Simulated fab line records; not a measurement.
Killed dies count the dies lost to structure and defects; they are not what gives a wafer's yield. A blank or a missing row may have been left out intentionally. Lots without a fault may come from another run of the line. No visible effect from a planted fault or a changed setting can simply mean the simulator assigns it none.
Chamber matching -- flow n5 finfet -- cmp-02 running N5_GATE_CUT_CMP_02: 4 sister chambers
The step polishes, stops on SiO2, t overpolish 12.7 s, target thk 0 nm. 7 wafers are shown with their chamber, then 9 later ones without.

WAFERS WITH THEIR CHAMBER
wafer,chamber,motor current A (A),time to endpoint s (s)
L074.6,0,7.1,27.7
L085.2,3,8.0,21.0
L088.2,2,8.9,31.0
L088.5,1,9.4,25.4
L090.3,2,9.4,28.0
L090.4,1,9.1,25.6
L090.5,3,8.6,26.0

WAFERS WITH NO CHAMBER GIVEN
wafer,motor current A (A),time to endpoint s (s)
L091.1,9.3,25.7
L091.2,8.7,23.9
L091.3,7.1,27.9
L094.1,6.9,27.6
L094.5,6.6,26.3
L094.6,9.0,23.4
L097.2,7.0,23.5
L097.4,9.5,27.1
L097.5,8.9,26.8

WHICH CHAMBER EACH ONE RAN IN
wafer,from the rows above,in truth
L091.1,can't be placed: 1 or 2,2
L091.2,can't be placed: 3 or 1 or 2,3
L091.3,0,0
L094.1,0,0
L094.5,0,0
L094.6,can't be placed: 1 or 3 or 2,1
L097.2,0,0
L097.4,can't be placed: 1 or 2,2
L097.5,can't be placed: 1 or 2 or 3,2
Placed correctly: 4 of 9. Cannot be placed on the basis of these rows: 5; the candidates contain the true chamber in 5. Placed wrongly: 0.
How it was worked out, from the rows above alone: a wafer's distance from a chamber is the root of the sum, over the readings, of the square of ((its reading less the chamber's mean) divided by the reading's scatter). If the next closest chamber is less than 2 further off than the closest, the wafer can't be placed; otherwise it belongs to the closest. For every chamber, the mean is computed from those of its wafers that are shown. The scatter: take each reading less its chamber's mean, square it, sum over the shown wafers, divide by the number of wafers less the number of chambers, and take the root.
